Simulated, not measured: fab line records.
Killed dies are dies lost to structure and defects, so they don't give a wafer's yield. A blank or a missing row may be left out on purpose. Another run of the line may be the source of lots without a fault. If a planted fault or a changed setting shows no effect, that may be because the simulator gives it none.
The tool behind it: which one? | flow nandHarc | 69 wafers from 23 lots sampled at 6 of the route's 1159 steps

WHAT EACH GAUGE READ, for each wafer
Not one reading of a measure or inspect step in the record can be checked against a usual standard deviation.

WHICH TOOL RAN EACH LOT (tool, then ch and the chambers of the sampled wafers, then the start)
lot  | NHARC_A_STAIRCASE_ETCH_13                    | NHARC_A_STAIRCASE_TRIM_26                    | NHARC_A_STAIRCASE_DESCUM_186      | NHARC_A_STAIRCASE_ETCH_192                   | NHARC_A_STAIRCASE_TRIM_196        | NHARC_A_STAIRCASE_ETCH_197
L074 | rieDiel-11 ch 1,2,3, day 10 21:35 or earlier | rieDiel-13 ch 0,2, day 10 21:35 or earlier   | rieDiel-11 ch 1,2, day 10 21:35   | rieDiel-11 ch 0,3, day 10 22:43 or earlier   | rieDiel-11 ch 0,1,3, day 10 22:43 | rieDiel-11 ch 0,3, no start
L076 | rieDiel-11 ch 1,2, day 11 09:04 or earlier   | rieDiel-07 ch 0,3, day 11 09:04 or earlier   | rieDiel-13 ch 2,3, day 11 09:04   | rieDiel-13 ch 0,3, day 11 10:25 or earlier   | rieDiel-11 ch 0,1, day 11 10:25   | rieDiel-11 ch 2,3, no start
L077 | rieDiel-11 ch 0,1,3, day 11 09:37 or earlier | rieDiel-11 ch 0,3, day 11 09:37 or earlier   | rieDiel-13 ch 2,3, day 11 09:37   | rieDiel-13 ch 1,2, day 11 10:59 or earlier   | rieDiel-07 ch 0,1,2, day 11 10:59 | rieDiel-07 ch 0,1, no start
L075 | rieDiel-11 ch 0,1,3, day 11 13:02 or earlier | rieDiel-11 ch 1,2,3, day 11 13:02 or earlier | rieDiel-07 ch 1,2,3, day 11 13:02 | rieDiel-07 ch 0,1,3, day 11 14:20 or earlier | rieDiel-11 ch 0,1, day 11 14:20   | rieDiel-11 ch 0,1,2, no start
L078 | rieDiel-11 ch 0,1,2, day 11 16:05 or earlier | rieDiel-13 ch 1,2, day 11 16:05 or earlier   | rieDiel-11 ch 1,3, day 11 16:05   | rieDiel-11 ch 0,1, day 11 17:27 or earlier   | rieDiel-13 ch 1,2,3, day 11 17:27 | rieDiel-13 ch 0,1,3, no start
L080 | rieDiel-07 ch 2,3, day 12 07:10 or earlier   | rieDiel-07 ch 0,3, day 12 07:10 or earlier   | rieDiel-11 ch 1,2,3, day 12 07:10 | rieDiel-11 ch 0,1, day 12 08:56 or earlier   | rieDiel-11 ch 0,2,3, day 12 08:56 | rieDiel-11 ch 1,2, no start
L081 | rieDiel-11 ch 0,1,2, day 12 07:36 or earlier | rieDiel-11 ch 1,2,3, day 12 07:36 or earlier | rieDiel-11 ch 0,1,3, day 12 07:36 | rieDiel-11 ch 0,1,3, day 12 09:29 or earlier | rieDiel-07 ch 1,3, day 12 09:29   | rieDiel-07 ch 0,3, no start
L082 | rieDiel-11 ch 0,1,2, day 12 21:14 or earlier | rieDiel-11 ch 0,1,2, day 12 21:14 or earlier | rieDiel-11 ch 0,1,3, day 12 21:14 | rieDiel-11 ch 1,2, day 12 22:31 or earlier   | rieDiel-11 ch 1,2,3, day 12 22:31 | rieDiel-11 ch 0,2,3, no start
L083 | rieDiel-11 ch 0,3, day 13 14:33 or earlier   | rieDiel-11 ch 0,1, day 13 14:33 or earlier   | rieDiel-11 ch 1,2, day 13 14:33   | rieDiel-11 ch 0,1, day 13 15:44 or earlier   | rieDiel-07 ch 0,2,3, day 13 15:44 | rieDiel-07 ch 0,2,3, no start
L086 | rieDiel-07 ch 0,1,2, day 14 03:36 or earlier | rieDiel-07 ch 0,1,2, day 14 03:36 or earlier | rieDiel-07 ch 2,3, day 14 03:36   | rieDiel-07 ch 1,2,3, day 14 04:47 or earlier | rieDiel-07 ch 1,2, day 14 04:47   | rieDiel-07 ch 0,2,3, no start
L084 | rieDiel-13 ch 1,2, day 14 03:55 or earlier   | rieDiel-07 ch 1,2,3, day 14 03:55 or earlier | rieDiel-11 ch 0,1, day 14 03:55   | rieDiel-11 ch 0,1, day 14 05:07 or earlier   | rieDiel-11 ch 0,3, day 14 05:07   | rieDiel-11 ch 2,3, no start
L088 | rieDiel-13 ch 1,2,3, day 14 04:18 or earlier | rieDiel-13 ch 0,1, day 14 04:18 or earlier   | rieDiel-07 ch 0,2,3, day 14 04:18 | rieDiel-07 ch 0,1,2, day 14 05:38 or earlier | rieDiel-11 ch 0,3, day 14 05:38   | rieDiel-11 ch 0,3, no start
L085 | rieDiel-11 ch 0,1,2, day 14 07:29 or earlier | rieDiel-13 ch 0,1,3, day 14 07:29 or earlier | rieDiel-11 ch 0,1,2, day 14 07:29 | rieDiel-11 ch 0,1,3, day 14 10:52 or earlier | rieDiel-07 ch 0,1,2, day 14 10:52 | rieDiel-07 ch 1,2,3, no start
L087 | rieDiel-11 ch 1,3, day 14 12:22 or earlier   | rieDiel-11 ch 0,1,3, day 14 12:22 or earlier | rieDiel-13 ch 0,1,3, day 14 12:22 | rieDiel-13 ch 1,2,3, day 14 13:37 or earlier | rieDiel-13 ch 2,3, day 14 13:37   | rieDiel-13 ch 0,1,3, no start
L089 | rieDiel-11 ch 0,3, day 14 16:48 or earlier   | rieDiel-13 ch 0,1, day 14 16:48 or earlier   | rieDiel-13 ch 0,1,3, day 14 16:48 | rieDiel-13 ch 0,1, day 14 19:40 or earlier   | rieDiel-07 ch 0,1,2, day 14 19:40 | rieDiel-07 ch 2,3, no start
L090 | rieDiel-11 ch 1,2,3, day 14 16:53 or earlier | rieDiel-11 ch 1,2,3, day 14 16:53 or earlier | rieDiel-11 ch 0,2,3, day 14 16:53 | rieDiel-11 ch 0,2,3, day 14 18:17 or earlier | rieDiel-11 ch 1,3, day 14 18:17   | rieDiel-11 ch 2,3, no start
L091 | rieDiel-07 ch 1,2,3, day 15 01:50 or earlier | rieDiel-07 ch 1,2,3, day 15 01:50 or earlier | rieDiel-11 ch 0,1,3, day 15 01:50 | rieDiel-11 ch 0,2,3, day 15 03:08 or earlier | rieDiel-07 ch 0,1,3, day 15 03:08 | rieDiel-07 ch 0,1,2, no start
L093 | rieDiel-11 ch 0,2, day 15 00:19 or earlier   | rieDiel-11 ch 0,2,3, day 15 00:19 or earlier | rieDiel-07 ch 1,2, day 15 00:19   | rieDiel-07 ch 0,2,3, day 15 01:28 or earlier | rieDiel-13 ch 1,3, day 15 01:28   | rieDiel-13 ch 1,2,3, no start
L092 | rieDiel-13 ch 0,2, day 15 03:52 or earlier   | rieDiel-11 ch 0,2, day 15 03:52 or earlier   | rieDiel-13 ch 0,1,3, day 15 03:52 | rieDiel-13 ch 1,2,3, day 15 05:06 or earlier | rieDiel-13 ch 2,3, day 15 05:06   | rieDiel-13 ch 0,1, no start
L095 | rieDiel-07 ch 2,3, day 16 02:59 or earlier   | rieDiel-13 ch 0,1,2, day 16 02:59 or earlier | rieDiel-13 ch 1,2, day 16 02:59   | rieDiel-13 ch 1,2, day 16 04:10 or earlier   | rieDiel-13 ch 0,2, day 16 04:10   | rieDiel-13 ch 0,1,2, no start
L096 | rieDiel-13 ch 0,2,3, day 16 05:49 or earlier | rieDiel-11 ch 0,1,3, day 16 05:49 or earlier | rieDiel-11 ch 0,1,2, day 16 05:49 | rieDiel-11 ch 0,1,3, day 16 06:55 or earlier | rieDiel-07 ch 1,2, day 16 06:55   | rieDiel-07 ch 0,1, no start
L094 | rieDiel-07 ch 0,2, day 16 12:10 or earlier   | rieDiel-13 ch 0,1,3, day 16 12:10 or earlier | rieDiel-07 ch 1,2, day 16 12:10   | rieDiel-07 ch 0,1,2, day 16 13:54 or earlier | rieDiel-07 ch 0,1, day 16 13:54   | rieDiel-07 ch 0,1, no start
L097 | rieDiel-13 ch 0,3, day 16 16:10 or earlier   | rieDiel-13 ch 1,3, day 16 16:10 or earlier   | rieDiel-11 ch 0,1,2, day 16 16:10 | rieDiel-11 ch 0,2,3, day 16 17:16 or earlier | rieDiel-07 ch 2,3, day 16 17:16   | rieDiel-07 ch 0,1,3, no start
- NHARC_A_STAIRCASE_ETCH_13: etches the open film in C4F8/O2, target depth 100 nm, time 40.5 s.
- NHARC_A_STAIRCASE_TRIM_26: chemistry O2, time 211.2 s.
- NHARC_A_STAIRCASE_DESCUM_186: chemistry O2, time 3 s.
- NHARC_A_STAIRCASE_ETCH_192: etches the open film in C4F8/O2, target depth 100 nm, time 40.5 s.
- NHARC_A_STAIRCASE_TRIM_196: chemistry O2, time 211.2 s.
- NHARC_A_STAIRCASE_ETCH_197: etches the open film in C4F8/O2, target depth 100 nm, time 40.5 s.

AS READ BY THE TOOLS THEMSELVES (means over the sampled wafers that have a number; for cases with no such wafer, the mark the record gives instead)
NHARC_A_STAIRCASE_ETCH_13. Usual: oesProductAu 0.941 a.u., standard deviation 0.017; rfFwdPowerW 591 W, standard deviation 3.3; rfVppV 898 V, standard deviation 4.7.
lot  | tool       | oesProductAu (a.u.) | rfFwdPowerW (W) | rfVppV (V) | flag
L074 | rieDiel-11 | 0.948               | 590             | 899        | 
L076 | rieDiel-11 | 0.933               | 587             | 900        | 
L077 | rieDiel-11 | 0.931               | 591             | 896        | 
L075 | rieDiel-11 | 0.962               | 589             | 895        | 
L078 | rieDiel-11 | 0.933               | 590             | 897        | 
L080 | rieDiel-07 | 0.950               | 591             | 898        | 
L081 | rieDiel-11 | 0.957               | 589             | 896        | 
L082 | rieDiel-11 | 0.959               | 588             | 897        | 
L083 | rieDiel-11 | 0.926               | 590             | 893        | 
L086 | rieDiel-07 | 0.922               | 590             | 896        | 
L084 | rieDiel-13 | 0.935               | 594             | 901        | 
L088 | rieDiel-13 | 0.932               | 591             | 902        | 
L085 | rieDiel-11 | 0.959               | 589             | 896        | 
L087 | rieDiel-11 | 0.952               | 588             | 898        | 
L089 | rieDiel-11 | 0.939               | 589             | 890        | 
L090 | rieDiel-11 | 0.922               | 590             | 899        | 
L091 | rieDiel-07 | 0.939               | 590             | 897        | 
L093 | rieDiel-11 | 0.936               | 587             | 895        | 
L092 | rieDiel-13 | 0.945               | 594             | 902        | 
L095 | rieDiel-07 | 0.959               | 591             | 896        | 
L096 | rieDiel-13 | 0.954               | 595             | 903        | 
L094 | rieDiel-07 | 0.939               | 589             | 895        | 
L097 | rieDiel-13 | 0.929               | 595             | 904        | 

NHARC_A_STAIRCASE_TRIM_26. Usual: drypumpMotorCurrentA 5.9 A, standard deviation 0.34; oesProductAu 1.003 a.u., standard deviation 0.013; rfVppV 58.0 V, standard deviation 0.9; showerheadPlenumPTorr 3.60 Torr, standard deviation 0.12; throttleValvePct 17.038 %, standard deviation 0.0094.
lot  | tool       | drypumpMotorCurrentA (A) | oesProductAu (a.u.) | rfVppV (V) | showerheadPlenumPTorr (Torr) | throttleValvePct (%) | flag
L074 | rieDiel-13 | 5.9                      | 0.993               | 58.4       | 3.74                         | 17.029               | 
L076 | rieDiel-07 | 6.2                      | 0.990               | 57.3       | 3.53                         | 17.042               | 
L077 | rieDiel-11 | 5.8                      | 0.992               | 58.1       | 3.46                         | 17.035               | 
L075 | rieDiel-11 | 6.2                      | 1.003               | 58.7       | 3.61                         | 17.030               | 
L078 | rieDiel-13 | 5.9                      | 0.994               | 57.8       | 3.71                         | 17.043               | 
L080 | rieDiel-07 | 6.0                      | 0.997               | 57.2       | 3.56                         | 17.031               | 
L081 | rieDiel-11 | 6.2                      | 1.006               | 58.0       | 3.61                         | 17.043               | 
L082 | rieDiel-11 | 6.1                      | 1.013               | 57.1       | 3.54                         | 17.032               | 
L083 | rieDiel-11 | 5.7                      | 1.012               | 57.8       | 3.43                         | 17.031               | 
L086 | rieDiel-07 | 6.1                      | 0.998               | 57.7       | 3.52                         | 17.032               | 
L084 | rieDiel-07 | 5.9                      | 1.003               | 58.3       | 3.55                         | 17.036               | 
L088 | rieDiel-13 | 5.6                      | 0.993               | 58.0       | 3.71                         | 17.035               | 
L085 | rieDiel-13 | 5.6                      | 1.005               | 58.7       | 3.72                         | 17.044               | 
L087 | rieDiel-11 | 5.9                      | 1.010               | 58.0       | 3.49                         | 17.029               | 
L089 | rieDiel-13 | 5.6                      | 0.999               | 58.3       | 3.71                         | 17.040               | 
L090 | rieDiel-11 | 6.3                      | 1.001               | 57.5       | 3.60                         | 17.050               | 
L091 | rieDiel-07 | 5.9                      | 1.002               | 57.2       | 3.55                         | 17.039               | 
L093 | rieDiel-11 | 6.0                      | 1.003               | 57.7       | 3.48                         | 17.033               | 
L092 | rieDiel-11 | 6.2                      | 1.008               | 57.6       | 3.52                         | 17.037               | 
L095 | rieDiel-13 | 5.7                      | 0.999               | 58.4       | 3.71                         | 17.043               | 
L096 | rieDiel-11 | 5.9                      | 1.008               | 57.5       | 3.48                         | 17.023               | 
L094 | rieDiel-13 | 5.6                      | 0.992               | 57.2       | 3.71                         | 17.037               | 
L097 | rieDiel-13 | 5.6                      | 1.001               | 57.5       | 3.69                         | 17.043               | 

NHARC_A_STAIRCASE_DESCUM_186. Usual: drypumpMotorCurrentA 5.9 A, standard deviation 0.34; oesProductAu 1.005 a.u., standard deviation 0.014; rfVppV 57.9 V, standard deviation 0.95; showerheadPlenumPTorr 1.94 Torr, standard deviation 0.075; throttleValvePct 11.311 %, standard deviation 0.0081.
lot  | tool       | drypumpMotorCurrentA (A) | oesProductAu (a.u.) | rfVppV (V) | showerheadPlenumPTorr (Torr) | throttleValvePct (%) | flag
L074 | rieDiel-11 | 6.4                      | 1.009               | 58.0       | 1.99                         | 11.316               | 
L076 | rieDiel-13 | 5.7                      | 1.007               | 58.3       | 2.02                         | 11.312               | 
L077 | rieDiel-13 | 5.9                      | 0.995               | 58.1       | 2.02                         | 11.320               | 
L075 | rieDiel-07 | 5.9                      | 1.009               | 57.5       | 1.93                         | 11.305               | 
L078 | rieDiel-11 | 6.2                      | 0.997               | 58.0       | 1.97                         | 11.315               | 
L080 | rieDiel-11 | 6.2                      | 1.009               | 58.2       | 1.96                         | 11.317               | 
L081 | rieDiel-11 | 5.9                      | 1.002               | 57.5       | 1.90                         | 11.307               | 
L082 | rieDiel-11 | 5.9                      | 1.009               | 57.6       | 1.90                         | 11.316               | 
L083 | rieDiel-11 | 6.3                      | 1.014               | 57.9       | 1.98                         | 11.312               | 
L086 | rieDiel-07 | 5.9                      | 1.019               | 56.8       | 1.93                         | 11.312               | 
L084 | rieDiel-11 | 6.0                      | 1.022               | 57.4       | 1.92                         | 11.313               | 
L088 | rieDiel-07 | 6.0                      | 0.999               | 58.0       | 1.92                         | 11.316               | 
L085 | rieDiel-11 | 6.1                      | 1.025               | 57.3       | 1.92                         | 11.313               | 
L087 | rieDiel-13 | 5.6                      | 0.997               | 58.8       | 2.02                         | 11.315               | 
L089 | rieDiel-13 | 5.6                      | 1.005               | 58.4       | 2.02                         | 11.316               | 
L090 | rieDiel-11 | 5.9                      | 1.003               | 57.7       | 1.89                         | 11.315               | 
L091 | rieDiel-11 | 5.9                      | 1.012               | 58.0       | 1.89                         | 11.312               | 
L093 | rieDiel-07 | 5.9                      | 1.014               | 57.1       | 1.91                         | 11.308               | 
L092 | rieDiel-13 | 5.6                      | 0.995               | 57.5       | 2.02                         | 11.317               | 
L095 | rieDiel-13 | 5.7                      | 1.011               | 59.1       | 2.00                         | 11.314               | 
L096 | rieDiel-11 | 6.1                      | 1.010               | 57.2       | 1.91                         | 11.304               | 
L094 | rieDiel-07 | 6.0                      | 1.008               | 58.5       | 1.91                         | 11.306               | 
L097 | rieDiel-11 | 6.0                      | 1.013               | 57.7       | 1.91                         | 11.314               | 

NHARC_A_STAIRCASE_ETCH_192. Usual: oesProductAu 0.944 a.u., standard deviation 0.014; rfFwdPowerW 591 W, standard deviation 3.5; rfVppV 898 V, standard deviation 4.8.
lot  | tool       | oesProductAu (a.u.) | rfFwdPowerW (W) | rfVppV (V) | flag
L074 | rieDiel-11 | 0.946               | 591             | 894        | 
L076 | rieDiel-13 | 0.931               | 593             | 904        | 
L077 | rieDiel-13 | 0.931               | 591             | 902        | 
L075 | rieDiel-07 | 0.935               | 594             | 896        | 
L078 | rieDiel-11 | 0.941               | 586             | 897        | 
L080 | rieDiel-11 | 0.928               | 586             | 897        | 
L081 | rieDiel-11 | 0.944               | 587             | 895        | 
L082 | rieDiel-11 | 0.953               | 591             | 900        | 
L083 | rieDiel-11 | 0.958               | 589             | 892        | 
L086 | rieDiel-07 | 0.945               | 590             | 897        | 
L084 | rieDiel-11 | 0.948               | 585             | 896        | 
L088 | rieDiel-07 | 0.940               | 591             | 895        | 
L085 | rieDiel-11 | 0.936               | 589             | 894        | 
L087 | rieDiel-13 | 0.945               | 593             | 902        | 
L089 | rieDiel-13 | 0.944               | 593             | 903        | 
L090 | rieDiel-11 | 0.945               | 592             | 893        | 
L091 | rieDiel-11 | 0.941               | 587             | 895        | 
L093 | rieDiel-07 | 0.951               | 592             | 896        | 
L092 | rieDiel-13 | 0.945               | 590             | 901        | 
L095 | rieDiel-13 | 0.951               | 595             | 901        | 
L096 | rieDiel-11 | 0.960               | 590             | 894        | 
L094 | rieDiel-07 | 0.949               | 592             | 896        | 
L097 | rieDiel-11 | 0.956               | 589             | 894        | 

NHARC_A_STAIRCASE_TRIM_196. Usual: drypumpMotorCurrentA 6.0 A, standard deviation 0.32; oesProductAu 1.006 a.u., standard deviation 0.014; rfVppV 57.8 V, standard deviation 0.85; showerheadPlenumPTorr 3.57 Torr, standard deviation 0.12; throttleValvePct 17.037 %, standard deviation 0.0091.
lot  | tool       | drypumpMotorCurrentA (A) | oesProductAu (a.u.) | rfVppV (V) | showerheadPlenumPTorr (Torr) | throttleValvePct (%) | flag
L074 | rieDiel-11 | 5.9                      | 1.010               | 57.9       | 3.51                         | 17.043               | 
L076 | rieDiel-11 | 6.0                      | 1.015               | 57.4       | 3.56                         | 17.035               | 
L077 | rieDiel-07 | 6.1                      | 1.010               | 58.3       | 3.53                         | 17.044               | 
L075 | rieDiel-11 | 6.0                      | 1.013               | 57.1       | 3.55                         | 17.046               | 
L078 | rieDiel-13 | 5.8                      | 1.003               | 58.1       | 3.71                         | 17.031               | 
L080 | rieDiel-11 | 5.9                      | 1.005               | 58.0       | 3.49                         | 17.032               | 
L081 | rieDiel-07 | 5.9                      | 0.993               | 58.4       | 3.57                         | 17.041               | 
L082 | rieDiel-11 | 6.2                      | 1.002               | 57.3       | 3.61                         | 17.038               | 
L083 | rieDiel-07 | 6.1                      | 0.999               | 58.0       | 3.54                         | 17.031               | 
L086 | rieDiel-07 | 6.0                      | 1.020               | 58.0       | 3.53                         | 17.037               | 
L084 | rieDiel-11 | 5.6                      | 1.014               | 57.6       | 3.38                         | 17.033               | 
L088 | rieDiel-11 | 5.6                      | 1.014               | 56.9       | 3.38                         | 17.032               | 
L085 | rieDiel-07 | 6.1                      | 0.998               | 57.2       | 3.51                         | 17.045               | 
L087 | rieDiel-13 | 5.7                      | 1.002               | 58.5       | 3.70                         | 17.039               | 
L089 | rieDiel-07 | 6.1                      | 0.999               | 58.2       | 3.51                         | 17.040               | 
L090 | rieDiel-11 | 6.1                      | 0.994               | 58.2       | 3.56                         | 17.046               | 
L091 | rieDiel-07 | 6.1                      | 0.999               | 57.1       | 3.53                         | 17.036               | 
L093 | rieDiel-13 | 5.6                      | 0.992               | 58.9       | 3.70                         | 17.037               | 
L092 | rieDiel-13 | 5.9                      | 1.017               | 57.2       | 3.70                         | 17.037               | 
L095 | rieDiel-13 | 5.9                      | 1.017               | 57.7       | 3.71                         | 17.038               | 
L096 | rieDiel-07 | 5.9                      | 1.012               | 58.0       | 3.53                         | 17.043               | 
L094 | rieDiel-07 | 6.2                      | 0.998               | 57.3       | 3.49                         | 17.036               | 
L097 | rieDiel-07 | 5.9                      | 1.016               | 58.3       | 3.54                         | 17.036               | 

NHARC_A_STAIRCASE_ETCH_197. Usual: oesProductAu 0.954 a.u., standard deviation 0.02; rfFwdPowerW 592 W, standard deviation 3.1; rfVppV 898 V, standard deviation 4.1.
lot  | tool       | oesProductAu (a.u.) | rfFwdPowerW (W) | rfVppV (V) | flag
L074 | rieDiel-11 | 0.944               | 591             | 890        | 
L076 | rieDiel-11 | 0.930               | 590             | 898        | 
L077 | rieDiel-07 | 0.976               | 595             | 897        | 
L075 | rieDiel-11 | 0.957               | 589             | 896        | 
L078 | rieDiel-13 | 0.920               | 591             | 903        | 
L080 | rieDiel-11 | 0.954               | 591             | 901        | 
L081 | rieDiel-07 | 0.960               | 594             | 897        | 
L082 | rieDiel-11 | 0.952               | 589             | 894        | 
L083 | rieDiel-07 | 0.973               | 592             | 896        | 
L086 | rieDiel-07 | 0.942               | 591             | 897        | 
L084 | rieDiel-11 | 0.952               | 593             | 898        | 
L088 | rieDiel-11 | 0.950               | 590             | 893        | 
L085 | rieDiel-07 | 0.952               | 592             | 897        | 
L087 | rieDiel-13 | 0.939               | 594             | 903        | 
L089 | rieDiel-07 | 0.977               | 591             | 896        | 
L090 | rieDiel-11 | 0.928               | 593             | 895        | 
L091 | rieDiel-07 | 0.987               | 593             | 895        | 
L093 | rieDiel-13 | 0.975               | 592             | 901        | 
L092 | rieDiel-13 | 0.930               | 590             | 902        | 
L095 | rieDiel-13 | 0.942               | 593             | 902        | 
L096 | rieDiel-07 | 0.963               | 594             | 895        | 
L094 | rieDiel-07 | 0.946               | 592             | 896        | 
L097 | rieDiel-07 | 0.973               | 594             | 896        | 

THE ANSWER, worked out from the rows above alone
Rule: a lot counts as off when the mean over its wafers that have a number is more than 3 standard deviations away from the usual mean. A lot without any number at a reading at which 4 lots or more have one is off too. All remaining lots with rows at the step are treated as sound. First the gauges in route order, then the tools' own readings, where a lot's mean is used as printed above. At the first step where some lot is off, the reading lying furthest off is the one used; lots without a number count as furthest.
No lot is off at any reading shown: from this, nothing can be told.

WHAT WAS PUT IN BY THE SIMULATOR
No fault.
